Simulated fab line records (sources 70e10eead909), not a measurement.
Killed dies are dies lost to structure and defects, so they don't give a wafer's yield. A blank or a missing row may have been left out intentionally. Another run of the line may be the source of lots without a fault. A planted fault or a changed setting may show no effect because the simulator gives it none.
Chamber matching    flow nand-harc    pecvd-03 running NHARC_A_STAIRCASE_DEP_322: 3 sister chambers
The step deposits SiO2, target thk 3800 nm. 24 wafers are shown with their chamber, then 12 later ones without.

WAFERS, EACH WITH ITS CHAMBER
wafer   chamber  heater-power-w (W)
L074.2  1        778
L074.4  0        591
L074.6  1        624
L079.1  2        553
L079.4  2        432
L079.6  0        627
L080.1  2        465
L080.2  0        679
L080.4  0        617
L081.2  1        685
L081.4  1        599
L081.6  0        620
L081.1  0        630
L081.3  2        545
L081.5  2        444
L084.2  2        542
L084.3  0        674
L084.5  1        593
L086.1  2        509
L086.2  0        654
L086.5  2        435
L085.2  0        721
L085.3  2        472
L085.5  2        453

SIGNATURES (averages over the wafers above)
reading         chamber 0  chamber 1  chamber 2  scatter within a chamber
heater-power-w  645.89     655.80     485.00     52.2
Rule: for each reading, subtract the chamber's mean from the wafer's reading, divide by that reading's scatter and square the result; add these up over the readings and take the root, which gives the wafer's distance from the chamber. The wafer belongs to the nearest chamber; if the next one is less than 2 further off, it can't be placed. The scatter is the square root of a quotient: the sum, over the shown wafers, of each reading's squared deviation from its chamber's mean, divided by wafers minus chambers.

WAFERS WITHOUT THEIR CHAMBER
wafer   heater-power-w (W)
L091.1  564
L091.3  795
L091.5  433
L091.2  716
L091.4  599
L091.6  613
L092.2  560
L092.4  633
L092.6  451
L095.1  640
L095.3  737
L095.6  454

WHICH CHAMBER EACH ONE RAN IN
wafer   from the rows above           in truth
L091.1  can't be placed: 2 or 0 or 1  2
L091.3  can't be placed: 1 or 0       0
L091.5  2                             2
L091.2  can't be placed: 1 or 0       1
L091.4  can't be placed: 0 or 1 or 2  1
L091.6  can't be placed: 0 or 1 or 2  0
L092.2  can't be placed: 2 or 0 or 1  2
L092.4  can't be placed: 0 or 1       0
L092.6  2                             2
L095.1  can't be placed: 0 or 1       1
L095.3  can't be placed: 1 or 0       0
L095.6  2                             2
3 of 12 placed correctly. From these rows, 9 cannot be placed; in 9 the true chamber is one of the candidates. 0 placed wrongly.
